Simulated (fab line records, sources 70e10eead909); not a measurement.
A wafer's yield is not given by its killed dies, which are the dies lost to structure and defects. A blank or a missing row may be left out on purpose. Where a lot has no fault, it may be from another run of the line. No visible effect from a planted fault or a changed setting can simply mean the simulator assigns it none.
Chamber matching / flow nand-harc / NHARC_P_GATE_ETCH_32 on rie-si-05 has 4 sister chambers
The step etches the open film in HBr/Cl2, target depth 150 nm, time 100.1 s. 14 wafers are shown with their chamber, then 7 later ones without.

## WAFERS PAIRED WITH THEIR CHAMBERS
wafer=L074.1; chamber=1; drypump-motor-current-A (A)=5.9; oes-product-au (a.u.)=1.007; throttle-valve-pct (%)=26.398
wafer=L074.5; chamber=0; drypump-motor-current-A (A)=5.5; oes-product-au (a.u.)=1.015; throttle-valve-pct (%)=26.407
wafer=L074.6; chamber=3; drypump-motor-current-A (A)=6.4; oes-product-au (a.u.)=0.993; throttle-valve-pct (%)=26.402
wafer=L087.3; chamber=3; drypump-motor-current-A (A)=6.4; oes-product-au (a.u.)=0.999; throttle-valve-pct (%)=26.409
wafer=L087.4; chamber=1; drypump-motor-current-A (A)=5.9; oes-product-au (a.u.)=0.994; throttle-valve-pct (%)=26.410
wafer=L087.5; chamber=2; drypump-motor-current-A (A)=5.7; oes-product-au (a.u.)=0.998; throttle-valve-pct (%)=26.397
wafer=L089.1; chamber=0; drypump-motor-current-A (A)=5.5; oes-product-au (a.u.)=1.004; throttle-valve-pct (%)=26.419
wafer=L089.4; chamber=3; drypump-motor-current-A (A)=6.3; oes-product-au (a.u.)=0.997; throttle-valve-pct (%)=26.386
wafer=L089.6; chamber=0; drypump-motor-current-A (A)=5.5; oes-product-au (a.u.)=1.018; throttle-valve-pct (%)=26.399
wafer=L090.3; chamber=0; drypump-motor-current-A (A)=5.5; oes-product-au (a.u.)=1.003; throttle-valve-pct (%)=26.410
wafer=L090.5; chamber=0; drypump-motor-current-A (A)=5.5; oes-product-au (a.u.)=0.990; throttle-valve-pct (%)=26.399
wafer=L090.6; chamber=1; drypump-motor-current-A (A)=5.9; oes-product-au (a.u.)=0.990; throttle-valve-pct (%)=26.392
wafer=L092.3; chamber=3; drypump-motor-current-A (A)=6.4; oes-product-au (a.u.)=0.986; throttle-valve-pct (%)=26.408
wafer=L092.4; chamber=2; drypump-motor-current-A (A)=5.7; oes-product-au (a.u.)=0.993; throttle-valve-pct (%)=26.408

SIGNATURES, as means of the wafers listed above
reading=drypump-motor-current-A; chamber 0=5.500; chamber 1=5.900; chamber 2=5.700; chamber 3=6.375; scatter within a chamber=0.0274
reading=oes-product-au; chamber 0=1.00600; chamber 1=0.99700; chamber 2=0.99550; chamber 3=0.99375; scatter within a chamber=0.00874
reading=throttle-valve-pct; chamber 0=26.40680; chamber 1=26.40000; chamber 2=26.40250; chamber 3=26.40125; scatter within a chamber=0.00921
Rule: distance of a wafer from a chamber = root of the sum over the readings of ((wafer's reading minus chamber's mean) / reading's scatter) squared. The wafer belongs to the nearest chamber; if the next one is less than 2 further off, it can't be placed. The scatter: the root of (the sum of the squares of (reading less its chamber's mean) over the shown wafers, divided by (wafers less chambers)).

## WAFERS WITH NO CHAMBER GIVEN
wafer=L092.6; drypump-motor-current-A (A)=5.7; oes-product-au (a.u.)=0.994; throttle-valve-pct (%)=26.414
wafer=L096.3; drypump-motor-current-A (A)=5.7; oes-product-au (a.u.)=1.007; throttle-valve-pct (%)=26.396
wafer=L096.4; drypump-motor-current-A (A)=6.4; oes-product-au (a.u.)=1.015; throttle-valve-pct (%)=26.416
wafer=L096.5; drypump-motor-current-A (A)=5.9; oes-product-au (a.u.)=1.001; throttle-valve-pct (%)=26.404
wafer=L097.4; drypump-motor-current-A (A)=5.7; oes-product-au (a.u.)=1.005; throttle-valve-pct (%)=26.403
wafer=L097.5; drypump-motor-current-A (A)=5.9; oes-product-au (a.u.)=1.005; throttle-valve-pct (%)=26.394
wafer=L097.6; drypump-motor-current-A (A)=5.5; oes-product-au (a.u.)=1.027; throttle-valve-pct (%)=26.403

## EACH ONE'S CHAMBER
wafer=L092.6; from the rows above=2; in truth=2
wafer=L096.3; from the rows above=2; in truth=2
wafer=L096.4; from the rows above=3; in truth=3
wafer=L096.5; from the rows above=1; in truth=1
wafer=L097.4; from the rows above=2; in truth=2
wafer=L097.5; from the rows above=1; in truth=1
wafer=L097.6; from the rows above=0; in truth=0
7 of 7 placed correctly. Not placeable from these rows: 0. Number placed wrongly: 0.
